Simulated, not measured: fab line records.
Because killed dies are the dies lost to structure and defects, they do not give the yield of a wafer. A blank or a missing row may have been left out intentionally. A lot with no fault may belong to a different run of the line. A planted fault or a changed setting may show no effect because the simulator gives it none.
Which tool is to blame? || flow nand_harc || route of 1302 steps, sampled at 1 step: 11 lots, 33 wafers

WHAT EACH GAUGE READ, for each wafer
NHARC_P_GATE_CD_MEAS_91 targets a cd of 2000 nm.
{"lot": "L075", "measured": "day 6 04:23", "on": "cd_sem-02", "cd_nm (nm)": "2001.3 1998.9 2000.3"}
{"lot": "L077", "measured": "day 6 20:08", "on": "cd_sem-03", "cd_nm (nm)": "2002.7 1998.9 2001.1"}
{"lot": "L078", "measured": "day 7 21:05", "on": "cd_sem-03", "cd_nm (nm)": "1998.8 1999.1 1998.6"}
{"lot": "L081", "measured": "day 8 20:47", "on": "cd_sem-03", "cd_nm (nm)": "2002.8 2001.0 2002.0"}
{"lot": "L083", "measured": "day 9 11:36", "on": "cd_sem-03", "cd_nm (nm)": "1996.5 1999.3 1998.5"}
{"lot": "L086", "measured": "day 10 11:03", "on": "cd_sem-03", "cd_nm (nm)": "2001.5 2002.2 1999.9"}
{"lot": "L087", "measured": "day 11 08:59", "on": "cd_sem-03", "cd_nm (nm)": "1998.8 2000.9 1996.9"}
{"lot": "L088", "measured": "day 11 19:43", "on": "cd_sem-02", "cd_nm (nm)": "2000.6 2002.1 2001.3"}
{"lot": "L091", "measured": "day 12 17:33", "on": "cd_sem-03", "cd_nm (nm)": "2003.2 2001.7 1999.8"}
{"lot": "L094", "measured": "day 14 07:59", "on": "cd_sem-03", "cd_nm (nm)": "2001.8 2001.4 2000.1"}
{"lot": "L096", "measured": "day 15 01:08", "on": "cd_sem-02", "cd_nm (nm)": "2000.4 2001.9 2002.4"}

WHAT TOOL EACH LOT RAN ON (gives the tool, then ch and the chambers of the sampled wafers, and finally the start)
The record shows no process step preceding these readings.

THE ANSWER, worked out from the rows above alone
Rule: usual is defined by the lots themselves. Put in order of their means at a reading, lots are off if they are a third of the lots or fewer, leave a main group of 4 or more, and stand apart from it by a gap of 3 or more times the standard deviation of the main group's means; of several such gaps the widest counts. The tables above print the reading to a certain number of digits; a main group whose means all agree to those digits is not used. Also off: a lot with no number at a reading for which 4 or more lots have one. Where the step has rows for the other lots, those lots are counted as sound.
No lot is off on any of the readings shown, so nothing can be concluded from this.

WHAT WAS PUT IN BY THE SIMULATOR
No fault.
